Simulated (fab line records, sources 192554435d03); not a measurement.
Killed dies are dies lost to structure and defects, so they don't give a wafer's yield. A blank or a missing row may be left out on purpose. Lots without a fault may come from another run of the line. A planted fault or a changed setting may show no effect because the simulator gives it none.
Split-lot experiment | flow n5_finfet | 7 lots, 21 wafers read, on a route of 1938 steps

THE SPLIT
At N5_BEOL_M0_SAQP_COAT_08 (resist thk 90 nm), the setting spin_rpm was moved away from the recipe's 1500 rpm on 9 of the 21 wafers read, by -8.5% to -3.6%. The other wafers ran this setting at the recipe's value.

The reading is taken at the split's own step.

THE READING
CAR-ArF_of_BEOL_M0_SAQP_COAT_08.thk_nm (the simulator's own value, which no gauge read), in nm, at N5_BEOL_M0_SAQP_COAT_08 (resist thk 90 nm). The file gives no usual value for it. The 12 wafers here that ran the recipe average 89.9 nm, standard deviation 0.34 nm.

wafer  | tool, chamber at the split | spin_rpm as run, rpm | against the recipe | CAR-ArF_of_BEOL_M0_SAQP_COAT_08.thk_nm, nm | against lot-mates on the recipe
L081.1 | litho_track-04, 0          | 1446                 | -3.6%              | 91.8                                       | +2.0
L081.2 | litho_track-04, 0          | 1446                 | -3.6%              | 92                                         | +2.2
L081.3 | litho_track-04, 0          | 1500                 | recipe             | 89.8                                       | -
L082.2 | litho_track-04, 0          | 1500                 | recipe             | 89.6                                       | -
L082.4 | litho_track-04, 0          | 1500                 | recipe             | 89.8                                       | -
L082.6 | litho_track-04, 0          | 1500                 | recipe             | 89.8                                       | -
L084.2 | litho_track-01, 0          | 1500                 | recipe             | 89.8                                       | -
L084.3 | litho_track-01, 0          | 1500                 | recipe             | 90.2                                       | -
L084.6 | litho_track-01, 0          | 1376                 | -8.3%              | 94                                         | +4.0
L087.1 | litho_track-01, 0          | 1399                 | -6.7%              | 93.6                                       | +3.0
L087.2 | litho_track-01, 0          | 1399                 | -6.7%              | 93.6                                       | +3.0
L087.3 | litho_track-01, 0          | 1500                 | recipe             | 90.6                                       | -
L090.2 | litho_track-01, 0          | 1500                 | recipe             | 90                                         | -
L090.3 | litho_track-01, 0          | 1500                 | recipe             | 90.4                                       | -
L090.5 | litho_track-01, 0          | 1373                 | -8.5%              | 94.2                                       | +4.0
L091.2 | litho_track-04, 0          | 1500                 | recipe             | 89.6                                       | -
L091.3 | litho_track-04, 0          | 1428                 | -4.8%              | 91.8                                       | +2.2
L091.6 | litho_track-04, 0          | 1428                 | -4.8%              | 91.8                                       | +2.2
L092.2 | litho_track-04, 0          | 1398                 | -6.8%              | 93                                         | +3.5
L092.4 | litho_track-04, 0          | 1500                 | recipe             | 89.6                                       | -
L092.6 | litho_track-04, 0          | 1500                 | recipe             | 89.4                                       | -

THE FIT
A straight line over all 21 wafers: CAR-ArF_of_BEOL_M0_SAQP_COAT_08.thk_nm changes by -0.502 nm for each +1% of spin_rpm; r = -0.98; the points scatter about the line by 0.35 nm.
The same after taking each lot's own level away (the mean of its wafers on the recipe; 21 wafers): -0.476 nm for each +1%; r = -0.99; scatter 0.19 nm.
On that fit, the largest move of spin_rpm shifts the reading by 4 nm.
The lots' own levels span 89.50 to 90.60 nm, that is 3.2 times the standard deviation above.
So the lot-to-lot level changes the slope little: the two slopes agree.
Check: with one of the wafers moved furthest among these (-8.5%) left out of the fit, the line predicts +4.07 nm for it against its lot-mates. It came out at +4 nm against them.

THE FILE'S OWN FIT
CAR-ArF_of_BEOL_M0_SAQP_COAT_08.thk_nm changes by -0.482 nm for each +1% of spin_rpm, r = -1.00.
